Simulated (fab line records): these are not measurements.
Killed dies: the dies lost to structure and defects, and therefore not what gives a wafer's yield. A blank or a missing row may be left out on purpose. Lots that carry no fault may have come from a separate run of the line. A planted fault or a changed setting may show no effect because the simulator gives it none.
Matching of chambers	flow nand-harc	NHARC_A_CHANNEL_HOLE_D2_ETCH_44 on rie-diel-04: 4 sister chambers
The step etches the open film in CF4/O2, target depth 140 nm, overetch 14 nm, time 77 s. 8 wafers are shown with their chamber, then 10 later ones without.

== WAFERS PAIRED WITH THEIR CHAMBERS ==
wafer	chamber	drypump-motor-current-A (A)	oes-product-au (a.u.)
L087.3	3	5.4	0.993
L087.5	0	6.5	1.003
L087.6	2	6.7	1.023
L089.1	1	6.8	1.007
L089.2	0	6.5	0.992
L089.4	2	6.7	1.019
L092.1	1	6.7	1.015
L092.3	3	5.4	1.001

== WAFERS MISSING THEIR CHAMBER ==
wafer	drypump-motor-current-A (A)	oes-product-au (a.u.)
L092.4	6.5	0.992
L091.2	6.7	1.022
L091.3	6.7	1.011
L091.5	5.4	0.999
L093.1	6.7	1.003
L093.3	5.4	0.992
L093.4	6.8	1.020
L095.1	5.4	0.996
L095.4	6.7	1.004
L095.5	6.5	0.995

== WHICH CHAMBER EACH WENT THROUGH ==
wafer	from the rows above	in truth
L092.4	0	0
L091.2	2	2
L091.3	can't be placed: 1 or 2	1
L091.5	3	3
L093.1	can't be placed: 1 or 2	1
L093.3	3	3
L093.4	can't be placed: 1 or 2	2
L095.1	3	3
L095.4	can't be placed: 1 or 2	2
L095.5	0	0
6 of 10 placed correctly. These rows do not allow placing 4 (true chamber among the candidates in 4). Number placed wrongly: 0.
How it was worked out, from the rows above alone: a wafer's distance from a chamber is the root of the sum, over the readings, of the square of ((its reading less the chamber's mean) divided by the reading's scatter). The wafer belongs to the nearest chamber; if the next one is less than 2 further off, it can't be placed. The mean given for a chamber averages the wafers shown for that chamber. The scatter: take each reading less its chamber's mean, square it, sum over the shown wafers, divide by the number of wafers less the number of chambers, and take the root.
